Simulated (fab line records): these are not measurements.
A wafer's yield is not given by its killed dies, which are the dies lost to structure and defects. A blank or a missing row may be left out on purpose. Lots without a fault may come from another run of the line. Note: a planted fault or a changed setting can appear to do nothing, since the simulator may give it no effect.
Matching of chambers	flow nand harc	3 sister chambers for NHARC_A_M1_DEP_33 on pecvd-02
The step deposits SiCN, target thk 30 nm. 16 wafers are shown with their chamber, then 8 later ones without.

WAFERS WITH THEIR CHAMBER
wafer	chamber	heater power w (W)	heater power outer w (W)
L872.2	1	452	230
L872.3	2	361	200
L872.6	0	506	251
L870.2	1	424	197
L870.3	2	392	228
L870.4	1	413	199
L879.3	2	412	230
L879.4	2	421	237
L879.6	1	491	246
L880.3	2	356	195
L880.4	2	356	191
L880.6	1	444	203
L888.2	1	426	205
L888.4	0	464	215
L888.5	1	446	209
L890.1	1	488	249

SIGNATURES (averages over the wafers above)
reading	chamber 0	chamber 1	chamber 2	scatter within a chamber
heater power w	485.00	448.00	383.00	29
heater power outer w	233.00	217.25	213.50	21.3
Rule: a wafer's distance from a chamber is the root of the sum, over the readings, of the square of ((its reading less the chamber's mean) divided by the reading's scatter). If the next closest chamber is less than 2 further off than the closest, the wafer can't be placed; otherwise it belongs to the closest. How the scatter is found: for the shown wafers, subtract from each reading the mean of its chamber, square and add these, divide the total by (wafers less chambers), then take the root.

WAFERS WHOSE CHAMBER IS MISSING
wafer	heater power w (W)	heater power outer w (W)
L890.2	390	211
L890.4	395	216
L892.2	518	265
L892.4	457	217
L892.6	526	263
L893.2	384	208
L893.4	538	269
L893.6	435	215

WHICH CHAMBER EACH ONE RAN IN
wafer	from the rows above	in truth
L890.2	can't be placed: 2 or 1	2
L890.4	can't be placed: 2 or 1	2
L892.2	can't be placed: 0 or 1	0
L892.4	can't be placed: 1 or 0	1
L892.6	can't be placed: 0 or 1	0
L893.2	can't be placed: 2 or 1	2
L893.4	can't be placed: 0 or 1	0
L893.6	can't be placed: 1 or 2 or 0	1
Placed correctly: 0 of 8. Unplaceable from these rows: 8, with the true chamber sitting among the candidates in 8. Wrongly placed: 0.
